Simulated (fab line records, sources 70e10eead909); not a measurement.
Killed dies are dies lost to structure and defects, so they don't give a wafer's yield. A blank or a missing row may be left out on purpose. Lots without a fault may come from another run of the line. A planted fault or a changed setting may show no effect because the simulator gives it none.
Chamber matching | flow nand_harc | NHARC_THIN_TSV_DESCUM_14 on rie_diel-01: 4 sister chambers
The step chemistry O2, time 3 s. 4 wafers are shown with their chamber, then 7 later ones without.

WAFERS WITH THEIR CHAMBER
wafer  | chamber | drypump_motor_current_A (A)
L542.5 | 3       | 5.3
L547.5 | 2       | 5.9
L549.3 | 0       | 5.5
L549.4 | 1       | 6.5

WAFERS WITHOUT THEIR CHAMBER
wafer  | drypump_motor_current_A (A)
L549.5 | 6.5
L552.3 | 5.5
L552.4 | 5.4
L552.6 | 6.5
L557.4 | 5.5
L557.5 | 5.4
L557.6 | 5.9

WHICH CHAMBER EACH WENT THROUGH
wafer  | from the rows above     | in truth
L549.5 | 1                       | 1
L552.3 | 0                       | 0
L552.4 | can't be placed: 0 or 3 | 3
L552.6 | 1                       | 1
L557.4 | 0                       | 0
L557.5 | can't be placed: 0 or 3 | 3
L557.6 | 2                       | 2
Placed correctly: 5 of 7. Can't be placed from these rows: 2 (the true chamber is among the candidates in 2). Placed wrongly: 0.
How it was worked out, from the rows above alone: a wafer's distance from a chamber is the root of the sum, over the readings, of the square of ((its reading less the chamber's mean) divided by the reading's scatter). The wafer belongs to the nearest chamber; if the next one is less than 2 further off, it can't be placed. A chamber's mean is the mean of its shown wafers. The scatter: with one shown wafer a chamber, the root of the mean of the squares of how far each hidden wafer lies from its nearest shown one.
